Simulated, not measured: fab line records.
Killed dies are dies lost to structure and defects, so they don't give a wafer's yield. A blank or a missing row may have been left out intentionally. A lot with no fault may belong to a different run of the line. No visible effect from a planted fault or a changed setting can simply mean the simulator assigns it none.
Code-filled problem report in 8D (eight disciplines) form -- flow nand harc -- the parts of the form that need people (team, actions taken, sign-off) are left out

== 1. THE ISSUE ==
At NHARC_END_SORT_01, killed at array averages 673 over 6 wafers from 2 lots, while fault-free wafers read 58, standard deviation 20. Relative to the usual mean, that is a shift of +31 standard deviations.
First observed at day 30 05:30: wafer L951.2, on prober-01. At this step, 6 wafers from 2 lots have a number in the record. Rule for "out", or "out of limits": more than 4 standard deviations from the usual mean. The rest of the wafers with a number are treated as sound.

== 2. WHAT IT IS, WHAT IT ISN'T ==
question,is,is not
which readings at this step,"killed at array, killed dies","killed at periphery, killed open, killed short"
which lots,"L951, L953",-
which wafers of those lots,all that have a number,-
read on which gauges,"prober-01, prober-02",-
when,from day 30 05:30,up to then (0 sound wafers)

== 3. WHAT RULES OUT EACH SUSPECT ==
Counting: a tool at a process step up to the reading stays a suspect if it ran every lot that is out and no sound lot after the first of them.
- the gauge at NHARC_END_SORT_01 is ruled out. The wafers that are out were read on 2 gauges (prober-01, prober-02).
- pecvd-03 at NHARC_A_CONTACT_DEP_29 (deposits SiON, target thk 100 nm): kept. It ran every lot that is out, first L951 (day 27 08:18), and no sound lot after that.
Remaining after the count: pecvd-03 at NHARC_A_CONTACT_DEP_29.

== 4. THE CAUSE (what the simulator had put in) ==
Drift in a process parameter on pecvd-03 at NHARC_A_CONTACT_DEP_29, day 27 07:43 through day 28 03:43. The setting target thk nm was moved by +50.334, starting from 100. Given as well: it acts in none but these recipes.
This tool alone remained once counting was done.

== 5. THE CHAIN OF EFFECTS, in route order ==
Each row: a reading whose mean over the struck wafers that have a number lies more than 3 standard deviations from the usual. Scope: only readings with a usual standard deviation given in the record; hours: median across lots of the time from each lot's start at the first step in this table that gives one to its start at this step; sigmas: change in usual standard deviations.
hours,step,reading,usual,on struck wafers,change,sigmas
0,NHARC_END_SORT_01,killed at array,58,673,+615,+31
0,NHARC_END_SORT_01,killed dies,63,677,+614,+31

== 6. HOW IT WOULD HAVE BEEN CAUGHT EARLIER ==
70 hours passed between the start of the fault at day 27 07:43 and the first reading out of limits at a measuring or inspecting step in this record, taken at day 30 05:30.
Tool readings at NHARC_A_CONTACT_DEP_29 with a usual standard deviation given in the record: none out on any struck wafer, hence no alarm at a limit of 4 standard deviations on them.
Lots out: 2; all had begun NHARC_A_CONTACT_DEP_29 on pecvd-03 by day 30 05:30. None of them would have been spared by holding the tool at that moment.
